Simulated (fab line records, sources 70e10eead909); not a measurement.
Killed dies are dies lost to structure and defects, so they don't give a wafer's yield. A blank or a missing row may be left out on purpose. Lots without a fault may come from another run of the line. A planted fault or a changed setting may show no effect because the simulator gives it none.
A struck lot beside a sound one | flow nand_harc | 14 steps out of a route of 1302
Sound: wafers L324.1, L324.4, L324.5. Struck: wafer L330.2. (L330.4, L330.5 of the same lot were not struck and are left out.) The cause comes at the end.
At each step with rows: each side's tool, then ch and its chambers, then its first start. Under that, the readings that differ: sound wafers | struck wafers | difference of the means | sigmas: that difference in standard deviations of wafers without a fault.
alike: readings whose means differ by less than 2 such deviations, and words and numbers that are the same on both sides. not compared: withheld readings, readings that some wafer has no value for, bounds like >300 that may hide the same value, and numbers for which the record gives no deviation and whose values overlap.
The two part at a step that has a row with sigmas, a row that says differs or no value, or rows on one side only. Numbers that don't overlap but have no deviation are shown without sigmas and don't part them. A reading that every wafer of one side lacks parts them only if that side has two wafers or more.

NHARC_A_STAIRCASE_DEP_259: deposits SiON, target thk 30 nm.
  sound on pecvd-03 ch 0,1,2, day 17 11:55; struck on pecvd-03 ch 0, day 19 15:06
  alike: heater_power_w
then, 9 steps without rows for these wafers: NHARC_A_STAIRCASE_DEHYDRATE_260 (time 120 s); NHARC_A_STAIRCASE_HMDS_261 (time 30 s); NHARC_A_STAIRCASE_COAT_262; NHARC_A_STAIRCASE_SOFTBAKE_263 (time 170 s); NHARC_A_STAIRCASE_EBR_264; NHARC_A_STAIRCASE_EXPOSE_265 (exposes mask CHOP 200); NHARC_A_STAIRCASE_PEB_266 (peb time 130 s); NHARC_A_STAIRCASE_DEVELOP_267 (time 140 s); NHARC_A_STAIRCASE_HARDBAKE_269 (time 140 s).
NHARC_A_STAIRCASE_DESCUM_270: chemistry O2, time 3 s.
  sound on rie_diel-04 ch 1,3, day 17 12:52; struck on rie_diel-08 ch 0, day 19 16:01
  alike: drypump_motor_current_A, mfc_ar_sccm, oes_product_au, rf_vpp_V, showerhead_plenum_p_Torr, throttle_valve_pct
  not compared: rf_hours_counter_h
NHARC_A_STAIRCASE_ETCH_271: etches the open film in CF4/CHF3.
  sound on rie_diel-04 ch 0,2, day 17 12:58; struck on rie_diel-08 ch 2, day 19 16:06
  reading               | sound             | struck | difference | sigmas
  oes_product_au (a.u.) | 0.913 0.934 0.913 | 1.161  | +0.241     | +11
  alike: drypump_motor_current_A, mfc_ar_sccm, rf_vpp_V, showerhead_plenum_p_Torr, throttle_valve_pct
  not compared: rf_hours_counter_h
NHARC_A_STAIRCASE_HM_OPEN_457: chemistry O2/COS.
  sound on rie_diel-04 ch 2,3; struck on rie_diel-08 ch 3
  alike: drypump_motor_current_A, mfc_ar_sccm, oes_product_au, rf_vpp_V, showerhead_plenum_p_Torr, throttle_valve_pct
  not compared: rf_hours_counter_h
NHARC_END_SORT_01:
  the record has rows for the sound wafers here (prober-01 ch 0, day 26 14:33) and none for the struck ones

WHERE THEY PART
First at NHARC_A_STAIRCASE_ETCH_271; last, within this record, at NHARC_END_SORT_01.

WHY: what the simulator had put in
Process parameter drift: rie_diel-08, from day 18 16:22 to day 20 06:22, at NHARC_A_STAIRCASE_ETCH_271. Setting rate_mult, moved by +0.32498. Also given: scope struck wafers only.
